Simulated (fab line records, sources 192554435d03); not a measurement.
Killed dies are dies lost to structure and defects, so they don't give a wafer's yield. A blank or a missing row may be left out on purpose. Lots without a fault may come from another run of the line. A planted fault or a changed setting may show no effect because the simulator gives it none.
Chamber matching | flow n5_finfet | N5_BEOL_M1_ETCH_77 on rie_diel-05: 4 sister chambers
The step etches underlayer in N2/H2, target depth 6.5 nm, time 5.2 s. 8 wafers are shown with their chamber, then 8 later ones without.

WAFERS WITH THEIR CHAMBER
wafer  | chamber | throttle_valve_pct (%) | oes_product_au (a.u.)
L079.4 | 0       | 17.70                  | 0.79
L082.1 | 3       | 17.87                  | 0.57
L082.3 | 0       | 17.71                  | 0.78
L082.5 | 3       | 17.86                  | 0.57
L080.2 | 2       | 17.86                  | 0.61
L080.5 | 2       | 17.88                  | 0.60
L080.6 | 1       | 17.61                  | 0.65
L084.2 | 1       | 17.63                  | 0.64

WAFERS WITHOUT THEIR CHAMBER
wafer  | throttle_valve_pct (%) | oes_product_au (a.u.)
L084.4 | 17.88                  | 0.57
L084.6 | 17.64                  | 0.66
L087.3 | 17.90                  | 0.59
L087.4 | 17.71                  | 0.77
L087.5 | 17.66                  | 0.64
L092.1 | 17.88                  | 0.57
L092.2 | 17.67                  | 0.74
L092.3 | 17.63                  | 0.64

WHICH CHAMBER EACH WENT THROUGH
wafer  | from the rows above     | in truth
L084.4 | 3                       | 3
L084.6 | 1                       | 1
L087.3 | can't be placed: 2 or 3 | 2
L087.4 | 0                       | 0
L087.5 | 1                       | 1
L092.1 | 3                       | 3
L092.2 | 0                       | 0
L092.3 | 1                       | 1
Placed correctly: 7 of 8. Can't be placed from these rows: 1 (the true chamber is among the candidates in 1). Placed wrongly: 0.
How it was worked out, from the rows above alone: a wafer's distance from a chamber is the root of the sum, over the readings, of the square of ((its reading less the chamber's mean) divided by the reading's scatter). The wafer belongs to the nearest chamber; if the next one is less than 2 further off, it can't be placed. A chamber's mean is the mean of its shown wafers. The scatter: the root of (the sum of the squares of (reading less its chamber's mean) over the shown wafers, divided by (wafers less chambers)).
